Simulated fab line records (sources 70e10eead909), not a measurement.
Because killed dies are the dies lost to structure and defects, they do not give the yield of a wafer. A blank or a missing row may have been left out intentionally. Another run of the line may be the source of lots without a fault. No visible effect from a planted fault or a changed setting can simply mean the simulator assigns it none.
A struck lot beside a sound one / flow nand harc / 21 out of 1159 route steps
Sound: the wafers L920.3, L920.4, L920.6. Wafers struck: L928.3, L928.5, L928.6. The cause comes at the end.
Order at every step that has rows: each side's tool, ch and its chambers, its first start. Under that, the readings that differ: sound wafers / struck wafers / difference of the means / sigmas: that difference in standard deviations of wafers without a fault.
alike: same words and numbers on both sides, and readings whose means sit less than 2 such deviations apart. not compared: any withheld reading, any reading some wafer has no value for, any bound like >300 that may hide the same value, and any number with overlapping values for which the record gives no deviation.
A row with sigmas, a row that says differs or no value, or rows on one side alone: a step with any of these is where the two part. Numbers that have no deviation but don't overlap get no sigmas and don't part them. A reading missing from all wafers of one side parts the sides only when that side holds two or more wafers.

NHARC_P_CONTACT_CVD_23: deposits W, target thk 200 nm, time 557 s.
  sound: cvd w-02 ch 0,1; struck: cvd w-01 ch 0,1
  alike: heater power w, throttle valve pct
NHARC_P_CONTACT_CMP_24: polishes, t overpolish 30 s, target thk 200 nm.
  sound on cmp-03 ch 2,3, day 6 10:25; struck on cmp-02 ch 0,1,3, day 9 01:22
  alike: motor current A, overpolish run s, time to endpoint s
next, for these wafers, 1 step has no rows: NHARC_P_CONTACT_SRD_26.
NHARC_P_CONTACT_INSPECT_27:
  sound on defect inspect-01, day 6 10:47; struck on defect inspect-01, day 9 01:44
  alike: raw defect count
then, 7 steps without rows for these wafers: NHARC_P_M0_DEP_00 (deposits SiOC, target thk 150 nm); NHARC_P_M0_DEHYDRATE_01 (time 120 s); NHARC_P_M0_HMDS_02 (time 30 s); NHARC_P_M0_COAT_33 (time 65 s); NHARC_P_M0_COAT_03 (resist thk 90 nm); NHARC_P_M0_SOFTBAKE_04 (time 55 s); NHARC_P_M0_EBR_05.
NHARC_P_M0_EXPOSE_06: exposes mask P M0, target cd 90 nm.
  sound on arfi scanner-01 ch 0, day 6 11:34; struck on arfi scanner-02 ch 0, day 9 02:23
reading=exposure dose mJ cm2; sound=81.02 81.07 81.11; struck=39.59 39.53 39.54; difference=-41.51; sigmas=-99 or more
  alike: mask
then, 2 steps without rows for these wafers: NHARC_P_M0_PEB_07 (peb time 65 s); NHARC_P_M0_DEVELOP_08 (develop time 35 s).
NHARC_P_M0_CD_MEAS_09 targets a cd of 90 nm.
  sound on cd sem-01 ch 0, day 6 11:41; struck on cd sem-03 ch 0, day 9 02:31
reading=cd nm (nm); sound=90.2 90.0 91.3; struck=45.2 45.5 46.5; difference=-44.8; sigmas=-76
NHARC_P_M0_OVL_MEAS_10: pitch 180 nm.
  sound on overlay-02, day 6 11:47; struck on overlay-01, day 9 02:37
  alike: overlay x nm, overlay y nm
NHARC_P_M0_INSPECT_11:
  sound on defect inspect-02, day 6 11:49; struck on defect inspect-02, day 9 02:38
  alike: raw defect count
NHARC_P_M0_DESCUM_14: chemistry O2, time 3 s.
  sound on rie diel-07 ch 2,3, day 6 11:52; struck on rie diel-02 ch 0,2, day 9 02:44
reading=model.P_M0.cd nm (nm); sound=89.65 89.32 91.15; struck=45.68 46.28 46.03; difference=-44.04; sigmas=
  alike: drypump motor current A, oes product au, rf vpp V, showerhead plenum p Torr, throttle valve pct
  not compared: rf hours counter h
NHARC_P_M0_ETCH_34: etches the open film in N2/H2, target depth 40 nm, overetch 12 nm, time 43.94 s.
  sound on rie diel-07 ch 0,2,3, day 6 11:58; struck on rie diel-02 ch 1,2, day 9 02:49
  alike: drypump motor current A, oes product au, rf vpp V, showerhead plenum p Torr, throttle valve pct
  not compared: rf hours counter h
NHARC_P_M0_ETCH_15: etches the open film in C4F8/Ar, target depth 150 nm, overetch 15 nm, time 82.5 s.
  sound: rie diel-07 ch 0,2; struck: rie diel-02 ch 0,1,2
reading=model.P_M0.cd nm (nm); sound=89.19 89.5 91.15; struck=46.04 46.16 46.4; difference=-43.75; sigmas=
  alike: oes product au, rf vpp V
  not compared: rf hours counter h
NHARC_P_M0_CD_MEAS_16:
  sound on cd sem-02, day 6 12:11; struck on cd sem-02, day 9 03:03
reading=cd nm (nm); sound=89.0 89.8 91.3; struck=46.1 45.8 46.2; difference=-44.0; sigmas=-55

== WHERE THEY PART ==
At NHARC_P_M0_EXPOSE_06 first; at NHARC_P_M0_CD_MEAS_16 last (within this record only).

WHY: whatever the simulator had introduced
Drift in process parameters on arfi scanner-02 at NHARC_P_M0_EXPOSE_06, starting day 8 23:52. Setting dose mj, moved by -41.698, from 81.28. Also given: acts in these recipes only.
